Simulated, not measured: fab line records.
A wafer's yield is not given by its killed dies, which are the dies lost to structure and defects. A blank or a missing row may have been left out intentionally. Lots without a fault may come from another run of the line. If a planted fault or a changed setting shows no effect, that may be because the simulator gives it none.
Struck lot and sound lot, side by side :: flow n5_finfet :: 16 steps out of a route of 1938
Sound: wafers L857.1, L857.5, L857.6. The struck wafers were L874.1, L874.2, L874.6. The cause is named last.
Order at every step that has rows: each side's tool, ch and its chambers, its first start. Under that, the readings that differ: sound wafers :: struck wafers :: difference of the means :: sigmas: that difference in standard deviations of wafers without a fault.
alike: same words and numbers on both sides, and readings whose means sit less than 2 such deviations apart. not compared: any withheld reading, any reading some wafer has no value for, any bound like >300 that may hide the same value, and any number with overlapping values for which the record gives no deviation.
A row with sigmas, a row that says differs or no value, or rows on one side alone: a step with any of these is where the two part. Non-overlapping numbers with no deviation appear without sigmas and do not part them. A reading missing from all wafers of one side parts the sides only when that side holds two or more wafers.

first, 1 step without rows for these wafers: N5_BEOL_M11_DEVELOP_10 (develop time 30 s).
N5_BEOL_M11_CD_MEAS_11: target cd 64.1 nm.
  sound on cd_sem-02 ch 0, day 10 14:18; struck on cd_sem-02 ch 0, day 15 18:37
  alike: cd_nm
N5_BEOL_M11_OVL_MEAS_12:
  sound on overlay-01 ch 0, day 10 14:20; struck on overlay-01 ch 0, day 15 18:38
  alike: M11_OVL
N5_BEOL_M11_INSPECT_13: inspects for defects (brightfield).
  sound on defect_inspect-01 at day 10 14:22; struck on defect_inspect-01 at day 15 18:40
  alike: raw_defect_count
N5_BEOL_M11_DESCUM_16: chemistry O2, time 7.9 s.
  sound on rie_diel-02 ch 1,2,3, day 10 14:46; struck on rie_diel-06 ch 0,2,3, day 15 20:26
  alike: chamber_pressure_mTorr, drypump_motor_current_A, oes_product_au, rf_vpp_V, showerhead_plenum_p_Torr, throttle_valve_pct
  not compared: rf_hours_counter_h
N5_BEOL_M11_ETCH_61: etches SiARC in CF4, target depth 39 nm, time 65 s.
  sound on rie_diel-02 ch 1,2,3, day 10 14:49; struck on rie_diel-06 ch 0,2,3, day 15 20:28
  alike: chamber_pressure_mTorr, drypump_motor_current_A, etch_rf_on_time_s, oes_product_au, rf_vpp_V, showerhead_plenum_p_Torr, throttle_valve_pct
  not compared: rf_hours_counter_h
N5_BEOL_M11_ETCH_62: etches SOC in N2/H2, target depth 110 nm, overetch 22 nm, time 165 s.
  sound on rie_diel-02 ch 1,2,3, day 10 14:52; struck on rie_diel-06 ch 0,2,3, day 15 20:31
  alike: chamber_pressure_mTorr, drypump_motor_current_A, h2_flow_sccm, oes_product_au, rf_vpp_V, showerhead_plenum_p_Torr, throttle_valve_pct
  not compared: rf_hours_counter_h
then, 1 step without rows for these wafers: N5_BEOL_M11_STRIP_68 (strips in N2/H2).
N5_BEOL_M11_STRIP_67: strips in CF4.
  sound on rie_diel-02 ch 1,2,3, day 10 15:01; struck on rie_diel-06 ch 0,2,3, day 15 20:40
  alike: chamber_pressure_mTorr, drypump_motor_current_A, oes_product_au, rf_vpp_V, showerhead_plenum_p_Torr, throttle_valve_pct
  not compared: rf_hours_counter_h
then, 1 step without rows for these wafers: N5_BEOL_M11_HM_OPEN_17 (chemistry Cl2/BCl3, target TiN, target depth 20 nm, overetch 6 nm).
N5_BEOL_M11_STRIP_19: strips in O2.
  sound on rie_diel-02 ch 2,3, day 10 15:15; struck on rie_diel-02 ch 0,2,3, day 15 21:01
  alike: chamber_pressure_mTorr, drypump_motor_current_A, oes_product_au, rf_vpp_V, showerhead_plenum_p_Torr, throttle_valve_pct
  not compared: rf_hours_counter_h
N5_BEOL_M11_CD_MEAS_18: pitch 140 nm, target cd 70 nm.
  sound on cd_sem-01 at day 10 15:19; struck on cd_sem-03 at day 15 21:05
  alike: cd_nm
N5_BEOL_M11_COAT_63: time 60 s, resist thk 100 nm.
  sound on litho_track-05 ch 0, day 10 15:26; struck on litho_track-01 ch 0, day 15 21:08
reading: heater_power_total_W (W)
sound: 499.4 498.2 499.8
struck: 443.4 448.0 446.6
difference: -53.1
sigmas: -30

reading: plate_temp_C (C)
sound: 249.95 250.13 250.18
struck: 227.95 227.78 227.89
difference: -22.21
sigmas: -99 or more

reading: model.SOC_of_BEOL_M11_COAT_63.thk_nm (nm)
sound: 99.4 99.4 99.4
struck: 101.8 101.4 101.8
difference: +2.3
sigmas: 
N5_BEOL_M11_COAT_64: time 60 s, resist thk 30 nm.
  sound: litho_track-05 ch 0; struck: litho_track-01 ch 0
reading: model.SOC_of_BEOL_M11_COAT_63.thk_nm (nm)
sound: 99.4 99.4 99.4
struck: 100.8 100.4 100.8
difference: +1.3
sigmas: 
  alike: heater_power_total_W, plate_temp_C
then, 2 steps without rows for these wafers: N5_BEOL_M11_COAT_22 (resist thk 90 nm); N5_PASSIVATION_PROBE_49.

== WHERE THEY PART ==
At N5_BEOL_M11_COAT_63 and nowhere else, as far as this record goes. Later steps at which nothing parts them and some readings are alike: N5_BEOL_M11_COAT_64.

WHY: what had been put in by the simulator
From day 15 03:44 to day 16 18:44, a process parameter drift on litho_track-01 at N5_BEOL_M11_COAT_63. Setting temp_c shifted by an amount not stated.
